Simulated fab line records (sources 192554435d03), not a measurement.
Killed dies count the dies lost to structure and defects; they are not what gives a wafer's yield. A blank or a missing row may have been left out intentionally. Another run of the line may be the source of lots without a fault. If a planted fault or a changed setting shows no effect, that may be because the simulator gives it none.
One fault through the eyes of 3 desks + flow n5Finfet + each desk has only its own numbers; what lay behind them comes last

## DESK OF THE TOOL OWNER: pecvd-01
The tool's own readings at N5_FIN_SAQP_HM_DEP_03 (deposits SiNx from SiH4/NH3/N2, target thk 38 nm, time 33.6 s): means of the sampled wafers that have a number, for each lot that ran on this tool. If a lot's mean is further than 4 standard deviations from the usual mean, the lot is out of limits and carries the mark OUT (the distance appears in the brackets).
Columns: A = heaterPowerW at N5_FIN_SAQP_HM_DEP_03, usual 780 W; B = showerheadPlenumPTorr at N5_FIN_SAQP_HM_DEP_03, usual 5.12 Torr; C = showerheadVppV at N5_FIN_SAQP_HM_DEP_03, usual 1059 V; D = throttleValvePct at N5_FIN_SAQP_HM_DEP_03, usual 40.7 %
| lot  | first seen here | A   | B    | C    | D    |
|------|-----------------|-----|------|------|------|
| L781 | day 3 03:48     | 734 | 5.06 | 1085 | 42.5 |
| L784 | day 3 21:13     | 686 | 5.12 | 1131 | 41.9 |
| L785 | day 4 02:56     | 724 | 5.08 | 1110 | 42.7 |
Result from this desk: across the 3 lots, nothing is out of limits.

## AT THE METROLOGY DESK
Lot by lot, what the gauges showed, no matter which tool ran the lot: averages of those sampled wafers that carry a number. If a lot's mean is further than 4 standard deviations from the usual mean, the lot is out of limits and carries the mark OUT (the distance appears in the brackets). Of its 12 readings 7 are shown: the one that was out of limits first, and those that lie furthest out on some lot.
Columns: A = thkNm at N5_FIN_SAQP_THK_MEAS_05, usual 37.9 nm; B = FIN_CORE_OVL at N5_FIN_SAQP_OVL_MEAS_17, usual 0.3 nm; C = DIBL_P at N5_BEOL_M4_RC_MEAS_101, usual 37.3 mV/V; D = IOFF_P at N5_BEOL_M4_RC_MEAS_101, usual 0.23 nA/um; E = ION_N at N5_BEOL_M4_RC_MEAS_101, usual 675 uA/um; F = ION_P at N5_BEOL_M4_RC_MEAS_101, usual 460 uA/um; G = VT_P at N5_BEOL_M4_RC_MEAS_101, usual -250 mV
| lot  | first seen here | A              | B    | C    | D    | E   | F   | G    |
|------|-----------------|----------------|------|------|------|-----|-----|------|
| L781 | day 3 03:53     | 37.9           | -1.0 | 39.1 | 0.28 | 682 | 469 | -246 |
| L784 | day 3 21:18     | 46.9 (+14) OUT | -0.6 | 38.7 | 0.24 | 676 | 466 | -249 |
| L785 | day 4 03:00     | 52.5 (+23) OUT | 0.1  | 36.5 | 0.27 | 676 | 464 | -247 |
| L791 | day 5 15:37     | 38.4           | -0.1 | 38.5 | 0.23 | 676 | 461 | -250 |
| L793 | day 6 02:44     | 38.0           | 1.3  | 33.6 | 0.16 | 657 | 447 | -255 |
| L796 | day 6 22:13     | 38.0           | -0.3 | 38.5 | 0.22 | 670 | 455 | -251 |
| L797 | day 7 02:58     | 38.1           | 0.9  | 37.3 | 0.22 | 667 | 451 | -254 |
| L799 | day 7 16:32     | 38.0           | 1.5  | 37.2 | 0.16 | 669 | 448 | -257 |
This desk's verdict: out of limits on L784, L785, starting with L784 at day 3 21:18 (thkNm at N5_FIN_SAQP_THK_MEAS_05). L781, L791, L793, L796, L797, L799: within limits.

## THE DEFECT DESK
Counts from the inspections along the route, per lot, as means over the sampled wafers that have a number. If a lot's mean is further than 4 standard deviations from the usual mean, the lot is out of limits and carries the mark OUT (the distance appears in the brackets).
Columns: A = rawDefectCount at N5_WELL_APT_INSPECT_38, usual 12
| lot  | first seen here | A  |
|------|-----------------|----|
| L781 | day 2 23:35     | 7  |
| L784 | day 3 16:49     | 13 |
| L785 | day 3 22:52     | 19 |
| L791 | day 5 11:13     | 8  |
| L793 | day 5 22:49     | 17 |
| L796 | day 6 17:02     | 7  |
| L797 | day 6 23:12     | 13 |
| L799 | day 7 11:31     | 13 |
Result from this desk: across the 8 lots, nothing is out of limits.

## PUT TOGETHER
On L784, L785, the metrology desk was in a position to raise an alarm at day 3 21:18.
The desk of the tool owner found nothing out of limits.
Nothing out of limits was seen by the defect desk.
On record at the tool owner's desk: L784, L785, within its limits.
The defect desk has L784, L785 on record, within its limits.
All the named lots went through N5_FIN_SAQP_HM_DEP_03 on pecvd-01.

## WHAT THE SIMULATOR HAD INSERTED
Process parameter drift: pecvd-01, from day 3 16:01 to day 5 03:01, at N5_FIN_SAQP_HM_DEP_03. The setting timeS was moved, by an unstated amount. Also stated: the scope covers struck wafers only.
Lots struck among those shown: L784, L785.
Time in hours between the start of the fault and the first out-of-limits reading at each desk: metrology desk, 5.
